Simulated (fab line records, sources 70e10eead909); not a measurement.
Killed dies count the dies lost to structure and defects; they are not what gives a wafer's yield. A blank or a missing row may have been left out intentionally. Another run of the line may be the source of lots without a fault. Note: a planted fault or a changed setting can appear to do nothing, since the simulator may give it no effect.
Chamber matching || flow nand_harc || NHARC_A_STAIRCASE_CMP_152 on cmp-03 has 4 sister chambers
The step polishes. 18 wafers are shown with their chamber, then 9 later ones without.

## WAFERS, EACH WITH ITS CHAMBER
{"wafer": "L084.1", "chamber": 2, "motor_current_A (A)": 12.4}
{"wafer": "L084.4", "chamber": 0, "motor_current_A (A)": 14.0}
{"wafer": "L084.5", "chamber": 0, "motor_current_A (A)": 13.7}
{"wafer": "L084.2", "chamber": 1, "motor_current_A (A)": 11.1}
{"wafer": "L084.3", "chamber": 3, "motor_current_A (A)": 10.1}
{"wafer": "L084.6", "chamber": 1, "motor_current_A (A)": 12.0}
{"wafer": "L087.1", "chamber": 0, "motor_current_A (A)": 14.4}
{"wafer": "L087.3", "chamber": 1, "motor_current_A (A)": 12.0}
{"wafer": "L087.5", "chamber": 2, "motor_current_A (A)": 13.4}
{"wafer": "L088.2", "chamber": 1, "motor_current_A (A)": 12.0}
{"wafer": "L088.4", "chamber": 3, "motor_current_A (A)": 10.3}
{"wafer": "L088.6", "chamber": 1, "motor_current_A (A)": 12.4}
{"wafer": "L089.4", "chamber": 1, "motor_current_A (A)": 11.6}
{"wafer": "L089.5", "chamber": 3, "motor_current_A (A)": 9.6}
{"wafer": "L089.6", "chamber": 0, "motor_current_A (A)": 14.3}
{"wafer": "L090.2", "chamber": 3, "motor_current_A (A)": 9.3}
{"wafer": "L090.4", "chamber": 2, "motor_current_A (A)": 12.5}
{"wafer": "L090.6", "chamber": 1, "motor_current_A (A)": 12.0}

SIGNATURES (means of the wafers above)
{"reading": "motor_current_A", "chamber 0": 14.100, "chamber 1": 11.871, "chamber 2": 12.767, "chamber 3": 9.825, "scatter within a chamber": 0.427}
Rule: for a wafer and a chamber, the distance is found by dividing, reading by reading, the gap between the wafer's reading and the chamber's mean by the reading's scatter, squaring, summing and taking the root. If the next closest chamber is less than 2 further off than the closest, the wafer can't be placed; otherwise it belongs to the closest. The scatter is the square root of a quotient: the sum, over the shown wafers, of each reading's squared deviation from its chamber's mean, divided by wafers minus chambers.

## WAFERS WHOSE CHAMBER IS MISSING
{"wafer": "L093.1", "motor_current_A (A)": 14.0}
{"wafer": "L093.2", "motor_current_A (A)": 12.9}
{"wafer": "L093.3", "motor_current_A (A)": 9.8}
{"wafer": "L091.1", "motor_current_A (A)": 12.2}
{"wafer": "L091.3", "motor_current_A (A)": 14.1}
{"wafer": "L091.6", "motor_current_A (A)": 13.5}
{"wafer": "L094.3", "motor_current_A (A)": 12.1}
{"wafer": "L094.4", "motor_current_A (A)": 11.8}
{"wafer": "L094.6", "motor_current_A (A)": 9.9}

## WHICH CHAMBER EACH WENT THROUGH
{"wafer": "L093.1", "from the rows above": 0, "in truth": 0}
{"wafer": "L093.2", "from the rows above": 2, "in truth": 2}
{"wafer": "L093.3", "from the rows above": 3, "in truth": 3}
{"wafer": "L091.1", "from the rows above": "can't be placed: 1 or 2", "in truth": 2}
{"wafer": "L091.3", "from the rows above": 0, "in truth": 0}
{"wafer": "L091.6", "from the rows above": "can't be placed: 0 or 2", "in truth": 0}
{"wafer": "L094.3", "from the rows above": "can't be placed: 1 or 2", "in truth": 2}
{"wafer": "L094.4", "from the rows above": 1, "in truth": 1}
{"wafer": "L094.6", "from the rows above": 3, "in truth": 3}
6 of 9 placed correctly. Unplaceable from these rows: 3, with the true chamber sitting among the candidates in 3. Number placed wrongly: 0.
